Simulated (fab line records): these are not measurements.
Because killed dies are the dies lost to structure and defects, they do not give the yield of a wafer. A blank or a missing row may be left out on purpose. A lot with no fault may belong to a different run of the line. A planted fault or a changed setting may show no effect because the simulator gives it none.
Which tool is to blame? | flow n5_finfet | 72 wafers from 24 lots sampled at 6 of the route's 1938 steps

== WHAT THE GAUGES SHOWED, per wafer ==
N5_BEOL_M3_THK_MEAS_01.
lot  | measured     | on            | M3_ILD_THK (nm)
L074 | day 6 22:36  | film_metro-02 | 78.5 78.3 78.0
L075 | day 7 02:17  | film_metro-02 | 80.7 82.1 79.4
L076 | day 7 13:59  | film_metro-02 | 79.2 79.9 81.0
L078 | day 7 18:46  | film_metro-01 | 77.1 77.2 78.2
L077 | day 7 21:23  | film_metro-02 | 78.8 80.7 79.8
L079 | day 8 01:14  | film_metro-01 | 77.6 78.8 79.8
L080 | day 8 03:41  | film_metro-02 | 77.9 78.5 78.2
L081 | day 8 15:43  | film_metro-01 | 78.7 79.9 80.0
L082 | day 8 16:25  | film_metro-01 | 77.8 78.6 78.6
L083 | day 8 19:26  | film_metro-01 | 77.4 79.5 80.5
L084 | day 9 05:02  | film_metro-02 | 80.5 78.7 79.5
L085 | day 9 14:13  | film_metro-02 | 77.8 79.4 78.2
L086 | day 9 22:52  | film_metro-01 | 77.3 78.6 77.6
L087 | day 10 02:44 | film_metro-02 | 77.3 77.7 79.8
L088 | day 10 07:44 | film_metro-02 | 77.4 78.6 78.5
L089 | day 10 11:49 | film_metro-01 | 79.4 77.9 78.2
L090 | day 10 20:26 | film_metro-01 | 78.2 81.0 80.2
L091 | day 11 06:43 | film_metro-02 | 77.8 79.8 79.6
L092 | day 11 09:29 | film_metro-01 | 77.4 78.7 78.6
L093 | day 11 12:46 | film_metro-02 | 76.7 77.7 79.0
L094 | day 11 20:43 | film_metro-02 | 77.5 78.4 77.4
L095 | day 11 23:22 | film_metro-01 | 76.4 78.6 78.9
L096 | day 12 05:59 | film_metro-01 | 79.4 80.3 79.4
L097 | day 12 19:07 | film_metro-01 | 78.8 80.1 78.8

== WHAT TOOL EACH LOT RAN ON (gives the tool, then ch and the chambers of the sampled wafers, and finally the start) ==
lot  | N5_BEOL_M2_PRE_CLEAN_45      | N5_BEOL_M2_ANNEAL_49         | N5_BEOL_M2_ANNEAL_87         | N5_BEOL_M2_ANNEAL_89         | N5_BEOL_M2_ANNEAL_93
L074 | pvd_sputter-03, day 6 18:50  | pvd_sputter-03, day 6 19:43  | pvd_sputter-03, day 6 20:23  | pvd_sputter-03, day 6 20:36  | pvd_sputter-03, day 6 21:02
L075 | pvd_sputter-01, day 6 22:31  | pvd_sputter-01, day 6 23:14  | pvd_sputter-01, day 6 23:58  | pvd_sputter-01, day 7 00:12  | pvd_sputter-01, day 7 00:40
L076 | pvd_sputter-03, day 7 09:33  | pvd_sputter-02, day 7 11:01  | pvd_sputter-02, day 7 11:40  | pvd_sputter-02, day 7 11:53  | pvd_sputter-02, day 7 12:20
L078 | pvd_sputter-01, day 7 14:43  | pvd_sputter-01, day 7 15:29  | pvd_sputter-01, day 7 16:09  | pvd_sputter-01, day 7 16:22  | pvd_sputter-01, day 7 16:49
L077 | pvd_sputter-02, day 7 17:47  | pvd_sputter-01, day 7 18:31  | pvd_sputter-01, day 7 19:10  | pvd_sputter-01, day 7 19:23  | pvd_sputter-01, day 7 19:50
L079 | pvd_sputter-03, day 7 21:25  | pvd_sputter-01, day 7 22:19  | pvd_sputter-01, day 7 22:59  | pvd_sputter-01, day 7 23:12  | pvd_sputter-01, day 7 23:38
L080 | pvd_sputter-03, day 8 00:05  | pvd_sputter-02, day 8 00:46  | pvd_sputter-02, day 8 01:26  | pvd_sputter-02, day 8 01:39  | pvd_sputter-02, day 8 02:05
L081 | pvd_sputter-01, day 8 12:11  | pvd_sputter-03, day 8 12:50  | pvd_sputter-03, day 8 13:30  | pvd_sputter-03, day 8 13:43  | pvd_sputter-03, day 8 14:10
L082 | pvd_sputter-03, day 8 12:38  | pvd_sputter-02, day 8 13:23  | pvd_sputter-02, day 8 14:03  | pvd_sputter-02, day 8 14:16  | pvd_sputter-02, day 8 14:43
L083 | pvd_sputter-02, day 8 15:38  | pvd_sputter-03, day 8 16:34  | pvd_sputter-03, day 8 17:13  | pvd_sputter-03, day 8 17:26  | pvd_sputter-03, day 8 17:53
L084 | pvd_sputter-01, day 9 01:19  | pvd_sputter-01, day 9 02:10  | pvd_sputter-01, day 9 02:49  | pvd_sputter-01, day 9 03:02  | pvd_sputter-01, day 9 03:29
L085 | pvd_sputter-03, day 9 10:26  | pvd_sputter-03, day 9 11:22  | pvd_sputter-03, day 9 12:01  | pvd_sputter-03, day 9 12:14  | pvd_sputter-03, day 9 12:41
L086 | pvd_sputter-01, day 9 19:19  | pvd_sputter-01, day 9 19:59  | pvd_sputter-01, day 9 20:39  | pvd_sputter-01, day 9 20:52  | pvd_sputter-01, day 9 21:19
L087 | pvd_sputter-01, day 9 22:51  | pvd_sputter-01, day 9 23:50  | pvd_sputter-01, day 10 00:30 | pvd_sputter-01, day 10 00:43 | pvd_sputter-01, day 10 01:10
L088 | pvd_sputter-03, day 10 02:29 | pvd_sputter-01, day 10 04:53 | pvd_sputter-01, day 10 05:32 | pvd_sputter-01, day 10 05:46 | pvd_sputter-01, day 10 06:12
L089 | pvd_sputter-01, day 10 08:08 | pvd_sputter-01, day 10 08:48 | pvd_sputter-01, day 10 09:28 | pvd_sputter-01, day 10 09:41 | pvd_sputter-01, day 10 10:07
L090 | pvd_sputter-01, day 10 16:53 | pvd_sputter-01, day 10 17:34 | pvd_sputter-01, day 10 18:13 | pvd_sputter-01, day 10 18:26 | pvd_sputter-01, day 10 18:53
L091 | pvd_sputter-03, day 11 03:00 | pvd_sputter-02, day 11 03:50 | pvd_sputter-02, day 11 04:30 | pvd_sputter-02, day 11 04:43 | pvd_sputter-02, day 11 05:10
L092 | pvd_sputter-03, day 11 06:00 | pvd_sputter-02, day 11 06:38 | pvd_sputter-02, day 11 07:17 | pvd_sputter-02, day 11 07:31 | pvd_sputter-02, day 11 07:57
L093 | pvd_sputter-01, day 11 08:55 | pvd_sputter-01, day 11 09:37 | pvd_sputter-01, day 11 10:17 | pvd_sputter-01, day 11 10:30 | pvd_sputter-01, day 11 10:56
L094 | pvd_sputter-01, day 11 16:59 | pvd_sputter-03, day 11 17:47 | pvd_sputter-03, day 11 18:27 | pvd_sputter-03, day 11 18:40 | pvd_sputter-03, day 11 19:07
L095 | pvd_sputter-02, day 11 19:46 | pvd_sputter-01, day 11 20:30 | pvd_sputter-01, day 11 21:10 | pvd_sputter-01, day 11 21:23 | pvd_sputter-01, day 11 21:49
L096 | pvd_sputter-02, day 12 02:07 | pvd_sputter-02, day 12 03:07 | pvd_sputter-02, day 12 03:47 | pvd_sputter-02, day 12 04:00 | pvd_sputter-02, day 12 04:26
L097 | pvd_sputter-01, day 12 15:32 | pvd_sputter-01, day 12 16:13 | pvd_sputter-01, day 12 16:53 | pvd_sputter-01, day 12 17:06 | pvd_sputter-01, day 12 17:32
- N5_BEOL_M2_PRE_CLEAN_45: time 30 s.
- N5_BEOL_M2_ANNEAL_49: time 240 s.
- N5_BEOL_M2_ANNEAL_87: time 240 s.
- N5_BEOL_M2_ANNEAL_89: time 240 s.
- N5_BEOL_M2_ANNEAL_93: time 240 s.

== AS READ BY THE TOOLS THEMSELVES (means over the sampled wafers that have a number; for cases with no such wafer, the mark the record gives instead) ==
N5_BEOL_M2_PRE_CLEAN_45.
lot  | tool           | heater_power_w (W)
L074 | pvd_sputter-03 | 356
L075 | pvd_sputter-01 | 342
L076 | pvd_sputter-03 | 355
L078 | pvd_sputter-01 | 359
L077 | pvd_sputter-02 | 314
L079 | pvd_sputter-03 | 382
L080 | pvd_sputter-03 | 357
L081 | pvd_sputter-01 | 386
L082 | pvd_sputter-03 | 350
L083 | pvd_sputter-02 | 309
L084 | pvd_sputter-01 | 337
L085 | pvd_sputter-03 | 367
L086 | pvd_sputter-01 | 353
L087 | pvd_sputter-01 | 335
L088 | pvd_sputter-03 | 340
L089 | pvd_sputter-01 | 327
L090 | pvd_sputter-01 | 341
L091 | pvd_sputter-03 | 394
L092 | pvd_sputter-03 | 368
L093 | pvd_sputter-01 | 355
L094 | pvd_sputter-01 | 356
L095 | pvd_sputter-02 | 307
L096 | pvd_sputter-02 | 327
L097 | pvd_sputter-01 | 336

N5_BEOL_M2_ANNEAL_49.
lot  | tool           | heater_power_w (W)
L074 | pvd_sputter-03 | 915
L075 | pvd_sputter-01 | 909
L076 | pvd_sputter-02 | 780
L078 | pvd_sputter-01 | 911
L077 | pvd_sputter-01 | 824
L079 | pvd_sputter-01 | 937
L080 | pvd_sputter-02 | 752
L081 | pvd_sputter-03 | 906
L082 | pvd_sputter-02 | 810
L083 | pvd_sputter-03 | 911
L084 | pvd_sputter-01 | 882
L085 | pvd_sputter-03 | 939
L086 | pvd_sputter-01 | 777
L087 | pvd_sputter-01 | 841
L088 | pvd_sputter-01 | 959
L089 | pvd_sputter-01 | 814
L090 | pvd_sputter-01 | 894
L091 | pvd_sputter-02 | 765
L092 | pvd_sputter-02 | 801
L093 | pvd_sputter-01 | 886
L094 | pvd_sputter-03 | 895
L095 | pvd_sputter-01 | 937
L096 | pvd_sputter-02 | 791
L097 | pvd_sputter-01 | 838

N5_BEOL_M2_ANNEAL_87.
lot  | tool           | heater_power_w (W)
L074 | pvd_sputter-03 | 916
L075 | pvd_sputter-01 | 895
L076 | pvd_sputter-02 | 778
L078 | pvd_sputter-01 | 890
L077 | pvd_sputter-01 | 824
L079 | pvd_sputter-01 | 922
L080 | pvd_sputter-02 | 750
L081 | pvd_sputter-03 | 903
L082 | pvd_sputter-02 | 792
L083 | pvd_sputter-03 | 904
L084 | pvd_sputter-01 | 874
L085 | pvd_sputter-03 | 936
L086 | pvd_sputter-01 | 775
L087 | pvd_sputter-01 | 863
L088 | pvd_sputter-01 | 958
L089 | pvd_sputter-01 | 812
L090 | pvd_sputter-01 | 885
L091 | pvd_sputter-02 | 771
L092 | pvd_sputter-02 | 797
L093 | pvd_sputter-01 | 878
L094 | pvd_sputter-03 | 898
L095 | pvd_sputter-01 | 937
L096 | pvd_sputter-02 | 806
L097 | pvd_sputter-01 | 846

N5_BEOL_M2_ANNEAL_89.
lot  | tool           | heater_power_w (W)
L074 | pvd_sputter-03 | 922
L075 | pvd_sputter-01 | 880
L076 | pvd_sputter-02 | 796
L078 | pvd_sputter-01 | 883
L077 | pvd_sputter-01 | 823
L079 | pvd_sputter-01 | 915
L080 | pvd_sputter-02 | 751
L081 | pvd_sputter-03 | 893
L082 | pvd_sputter-02 | 796
L083 | pvd_sputter-03 | 918
L084 | pvd_sputter-01 | 887
L085 | pvd_sputter-03 | 937
L086 | pvd_sputter-01 | 780
L087 | pvd_sputter-01 | 853
L088 | pvd_sputter-01 | 960
L089 | pvd_sputter-01 | 810
L090 | pvd_sputter-01 | 876
L091 | pvd_sputter-02 | 770
L092 | pvd_sputter-02 | 789
L093 | pvd_sputter-01 | 880
L094 | pvd_sputter-03 | 906
L095 | pvd_sputter-01 | 933
L096 | pvd_sputter-02 | 803
L097 | pvd_sputter-01 | 843

N5_BEOL_M2_ANNEAL_93.
lot  | tool           | heater_power_w (W)
L074 | pvd_sputter-03 | 929
L075 | pvd_sputter-01 | 898
L076 | pvd_sputter-02 | 771
L078 | pvd_sputter-01 | 899
L077 | pvd_sputter-01 | 822
L079 | pvd_sputter-01 | 920
L080 | pvd_sputter-02 | 766
L081 | pvd_sputter-03 | 909
L082 | pvd_sputter-02 | 808
L083 | pvd_sputter-03 | 906
L084 | pvd_sputter-01 | 884
L085 | pvd_sputter-03 | 947
L086 | pvd_sputter-01 | 781
L087 | pvd_sputter-01 | 834
L088 | pvd_sputter-01 | 964
L089 | pvd_sputter-01 | 818
L090 | pvd_sputter-01 | 897
L091 | pvd_sputter-02 | 758
L092 | pvd_sputter-02 | 786
L093 | pvd_sputter-01 | 889
L094 | pvd_sputter-03 | 904
L095 | pvd_sputter-01 | 953
L096 | pvd_sputter-02 | 814
L097 | pvd_sputter-01 | 839

== THE ANSWER, worked out from the rows above alone ==
Rule: usual is defined by the lots themselves. The widest of any qualifying gaps counts: lots, ordered by their means at a reading, are off when they make up no more than a third of the lots, leave a main group of 4 or more, and stand apart from it by 3 or more times the standard deviation of that group's means. The tables above print the reading to a certain number of digits; a main group whose means all agree to those digits is not used. Also off: a lot with no number at a reading for which 4 or more lots have one. Where the step has rows for the other lots, those lots are counted as sound. Order of review: gauges by route order, followed by the tools' own readings, for which a lot's mean as printed above is used. The first step at which some lot is off is used, and at that step the reading that is off furthest; a lot without a number counts as furthest.
None of the lots is off at any reading shown; this tells nothing.

== WHAT THE SIMULATOR PUT IN ==
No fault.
